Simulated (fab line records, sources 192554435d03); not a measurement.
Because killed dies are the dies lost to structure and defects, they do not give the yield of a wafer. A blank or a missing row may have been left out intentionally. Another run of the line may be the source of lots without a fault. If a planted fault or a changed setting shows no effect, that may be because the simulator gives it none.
Chamber matching | flow n5_finfet | N5_SD_EPI_N_SD_RECESS_17 on rie_si-05 has 4 sister chambers
The step chemistry HBr/Cl2/O2, target depth 41 nm, time 23.7 s, bt time 3 s. 4 wafers are shown with their chamber, then 7 later ones without.

== EACH WAFER AND ITS CHAMBER ==
wafer  | chamber | drypump_motor_current_A (A)
L083.2 | 2       | 6.4
L084.5 | 0       | 6.0
L089.1 | 3       | 6.2
L089.3 | 1       | 6.1

== WAFERS WITHOUT THEIR CHAMBER ==
wafer  | drypump_motor_current_A (A)
L089.5 | 6.1
L092.1 | 6.1
L092.2 | 6.1
L092.3 | 6.1
L097.3 | 6.3
L097.4 | 6.1
L097.5 | 6.1

== THE CHAMBER EACH PASSED THROUGH ==
wafer  | from the rows above     | in truth
L089.5 | 1                       | 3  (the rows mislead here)
L092.1 | 1                       | 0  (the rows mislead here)
L092.2 | 1                       | 1
L092.3 | 1                       | 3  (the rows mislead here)
L097.3 | can't be placed: 3 or 2 | 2
L097.4 | 1                       | 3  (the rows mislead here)
L097.5 | 1                       | 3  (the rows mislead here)
Placed correctly: 1 of 7. Not placeable from these rows: 1 (in 1, the candidates include the true chamber). Number placed wrongly: 5.
How it was worked out, from the rows above alone: a wafer's distance from a chamber is the root of the sum, over the readings, of the square of ((its reading less the chamber's mean) divided by the reading's scatter). The wafer belongs to the nearest chamber; if the next one is less than 2 further off, it can't be placed. Each chamber's mean is taken over the wafers shown for it. The scatter: with one shown wafer a chamber, the root of the mean of the squares of how far each hidden wafer lies from its nearest shown one.
